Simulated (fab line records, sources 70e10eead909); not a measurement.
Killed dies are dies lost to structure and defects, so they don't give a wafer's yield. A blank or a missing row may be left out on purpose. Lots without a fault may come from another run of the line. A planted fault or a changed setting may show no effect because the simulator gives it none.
Chamber matching | flow nand_harc | NHARC_A_SLIT_DEP_25 on pecvd-03: 3 sister chambers
The step deposits SiO2, target thk 200 nm. 14 wafers are shown with their chamber, then 7 later ones without.

WAFERS WITH THEIR CHAMBER
wafer  | chamber | throttle_valve_pct (%) | heater_power_w (W) | rf_fwd_power_W (W)
L926.2 | 0       | 15.1                   | 560                | 898.6
L926.3 | 1       | 15.9                   | 634                | 897.1
L926.6 | 2       | 15.0                   | 475                | 896.9
L930.1 | 0       | 15.0                   | 581                | 901.2
L930.4 | 1       | 16.2                   | 570                | 898.5
L930.6 | 2       | 15.2                   | 523                | 896.3
L929.3 | 1       | 16.1                   | 470                | 896.4
L929.4 | 2       | 15.1                   | 506                | 899.5
L929.5 | 0       | 15.1                   | 632                | 902.6
L932.1 | 2       | 15.4                   | 464                | 896.3
L932.3 | 0       | 15.0                   | 625                | 895.7
L932.5 | 2       | 15.4                   | 485                | 896.2
L940.2 | 2       | 15.6                   | 496                | 892.3
L940.4 | 2       | 15.4                   | 510                | 897.3

SIGNATURES (means of the wafers above)
reading            | chamber 0 | chamber 1 | chamber 2 | scatter within a chamber
throttle_valve_pct | 15.050    | 16.067    | 15.300    | 0.17
heater_power_w     | 599.50    | 558.00    | 494.14    | 42.5
rf_fwd_power_W     | 899.525   | 897.333   | 896.400   | 2.29
Rule: a wafer's distance from a chamber is the root of the sum, over the readings, of the square of ((its reading less the chamber's mean) divided by the reading's scatter). The wafer belongs to the nearest chamber; if the next one is less than 2 further off, it can't be placed. The scatter: the root of (the sum of the squares of (reading less its chamber's mean) over the shown wafers, divided by (wafers less chambers)).

WAFERS WITHOUT THEIR CHAMBER
wafer  | throttle_valve_pct (%) | heater_power_w (W) | rf_fwd_power_W (W)
L940.5 | 15.1                   | 543                | 898.7
L946.4 | 15.8                   | 527                | 900.7
L946.5 | 15.8                   | 535                | 898.9
L946.6 | 15.2                   | 561                | 898.2
L948.1 | 15.7                   | 568                | 893.7
L948.2 | 15.3                   | 608                | 899.8
L948.4 | 15.6                   | 572                | 895.9

WHICH CHAMBER EACH WENT THROUGH
wafer  | from the rows above          | in truth
L940.5 | can't be placed: 0 or 2      | 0
L946.4 | can't be placed: 1 or 2      | 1
L946.5 | can't be placed: 1 or 2      | 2
L946.6 | can't be placed: 0 or 2      | 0
L948.1 | can't be placed: 1 or 2 or 0 | 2
L948.2 | can't be placed: 0 or 2      | 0
L948.4 | can't be placed: 2 or 1 or 0 | 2
Placed correctly: 0 of 7. Can't be placed from these rows: 7 (the true chamber is among the candidates in 7). Placed wrongly: 0.
